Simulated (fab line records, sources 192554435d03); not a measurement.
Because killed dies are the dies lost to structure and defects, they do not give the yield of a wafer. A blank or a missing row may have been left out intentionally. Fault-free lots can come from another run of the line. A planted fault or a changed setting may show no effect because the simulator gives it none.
Lot-split experiment    flow n5Finfet    route with 1938 steps; 4 lots, 21 wafers read

== THE SPLIT ==
At N5_BEOL_M3_ALD_98 (deposits SiO2, target thk 2.5 nm, pulse time 1 s, co reactant pulse time 1 s), the setting aldCycles was moved away from the recipe's 17 on 9 of the 21 wafers read, by -11.8% to +11.8%. This setting was run at the recipe's value on the other wafers.

The reading comes from the split's own step.

== THE READING ==
SiO2_of_BEOL_M3_ALD_98.thkNm (the simulator's own value, which no gauge read), in nm, at N5_BEOL_M3_ALD_98 (deposits SiO2, target thk 2.5 nm, pulse time 1 s, co reactant pulse time 1 s). The file does not state a usual value for it. Here, 12 wafers ran the recipe; their average is 2.5 nm with a standard deviation of 0.1 nm.

wafer   tool, chamber at the split  aldCycles as run  against the recipe  SiO2_of_BEOL_M3_ALD_98.thkNm, nm  against lot-mates on the recipe
L079.1  aldSin-04, 2                17                recipe              2.4                               -
L079.2  aldSin-04, 1,0              17                recipe              2.6                               -
L079.4  aldSin-04, 1,0              17                recipe              2.6                               -
L079.3  aldSin-04, 3,2,3            19                +11.8%              2.8                               +0.3
L079.5  aldSin-04, 3,2,3            19                +11.8%              2.8                               +0.3
L079.6  aldSin-04, 3,2,3            19                +11.8%              2.8                               +0.3
L081.4  aldSin-04, 0,0,3            17                recipe              2.4                               -
L081.5  aldSin-04, 0,0,3            17                recipe              2.4                               -
L081.6  aldSin-04, 0,0,3            17                recipe              2.4                               -
L087.1  aldSin-04, 0                17                recipe              2.4                               -
L087.2  aldSin-04, 1,2,2            15                -11.8%              2.2                               -0.3
L087.3  aldSin-04, 1,2,2            15                -11.8%              2.2                               -0.3
L087.4  aldSin-04, 1,2,2            15                -11.8%              2.2                               -0.3
L087.5  aldSin-04, 0,1              17                recipe              2.6                               -
L087.6  aldSin-04, 0,1              17                recipe              2.6                               -
L089.1  aldSin-04, 1                17                recipe              2.6                               -
L089.5  aldSin-04, 1                17                recipe              2.6                               -
L089.2  aldSin-04, 0,2,2            15                -11.8%              2.2                               -0.3
L089.3  aldSin-04, 0,2,2            15                -11.8%              2.2                               -0.3
L089.4  aldSin-04, 0,2,2            15                -11.8%              2.2                               -0.3
L089.6  aldSin-04, 0                17                recipe              2.4                               -
Where a row lists several chambers, the file gives one row for several wafers and doesn't say which wafer went through which chamber.

FIT RESULTS
A straight line over all 21 wafers: SiO2_of_BEOL_M3_ALD_98.thkNm changes by +0.0255 nm for each +1% of aldCycles; r = +0.93; the points scatter about the line by 0.079 nm.
The same after taking each lot's own level away (the mean of its wafers on the recipe; 21 wafers): +0.0261 nm for each +1%; r = +0.95; scatter 0.067 nm.
On that fit, the largest move of aldCycles shifts the reading by 0.31 nm.
Measured against the standard deviation above, the lots' own levels, which go from 2.40 to 2.53 nm, span 1.3 times it.
The two slopes are in agreement: the lot-to-lot level therefore moves the slope only a little.
Check: with one of the wafers moved furthest among these (+11.8%) left out of the fit, the line predicts +0.3 nm for it against its lot-mates. It came out at +0.267 nm against them.

== OTHER SPLITS APPLIED TO THESE WAFERS ==
These wafers also went through other splits before the reading. Each is held against what the fit with the lots' levels taken away leaves over:
other split on the same wafers  wafers away from the commonest value  r with SiO2_of_BEOL_M3_ALD_98.thkNm (lot level and that fit taken away)
N5_BEOL_M3_ETCH_64 timeS        3                                     +0.28

== THE FILE'S OWN FIT ==
SiO2_of_BEOL_M3_ALD_98.thkNm changes by +0.0264 nm for each +1% of aldCycles, r = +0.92.
